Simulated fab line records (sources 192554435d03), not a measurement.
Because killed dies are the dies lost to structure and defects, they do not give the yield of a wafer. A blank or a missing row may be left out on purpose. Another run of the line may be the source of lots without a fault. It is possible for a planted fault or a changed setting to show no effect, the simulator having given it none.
Chamber matching	flow n5-finfet	4 sister chambers for N5_GATE_CUT_CMP_02 on cmp-03
The step polishes, stops on SiO2, t overpolish 12.7 s, target thk 0 nm. 8 wafers are shown with their chamber, then 8 later ones without.

== WAFERS, EACH WITH ITS CHAMBER ==
wafer	chamber	motor-current-A (A)	time-to-endpoint-s (s)
L080.6	2	9.5	25
L082.6	1	11.0	19
L083.1	1	10.7	21
L083.2	3	8.0	19
L084.1	3	8.3	23
L084.3	2	9.5	26
L084.6	0	8.2	23
L085.1	0	7.9	22

== WAFERS MISSING THEIR CHAMBER ==
wafer	motor-current-A (A)	time-to-endpoint-s (s)
L085.2	7.5	22
L085.6	10.2	24
L092.1	7.9	23
L092.4	9.2	29
L092.5	9.6	27
L097.1	10.7	21
L097.2	7.9	20
L097.5	8.9	21

== EACH ONE'S CHAMBER ==
wafer	from the rows above	in truth
L085.2	can't be placed: 0 or 3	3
L085.6	can't be placed: 2 or 1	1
L092.1	can't be placed: 0 or 3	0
L092.4	2	2
L092.5	2	2
L097.1	1	1
L097.2	can't be placed: 3 or 0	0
L097.5	can't be placed: 3 or 2 or 0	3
Correct placement for 3 of the 8. These rows do not allow placing 5 (true chamber among the candidates in 5). Number placed wrongly: 0.
How it was worked out, from the rows above alone: a wafer's distance from a chamber is the root of the sum, over the readings, of the square of ((its reading less the chamber's mean) divided by the reading's scatter). The wafer belongs to the nearest chamber; if the next one is less than 2 further off, it can't be placed. A chamber's mean is the mean of its shown wafers. How the scatter is found: for the shown wafers, subtract from each reading the mean of its chamber, square and add these, divide the total by (wafers less chambers), then take the root.
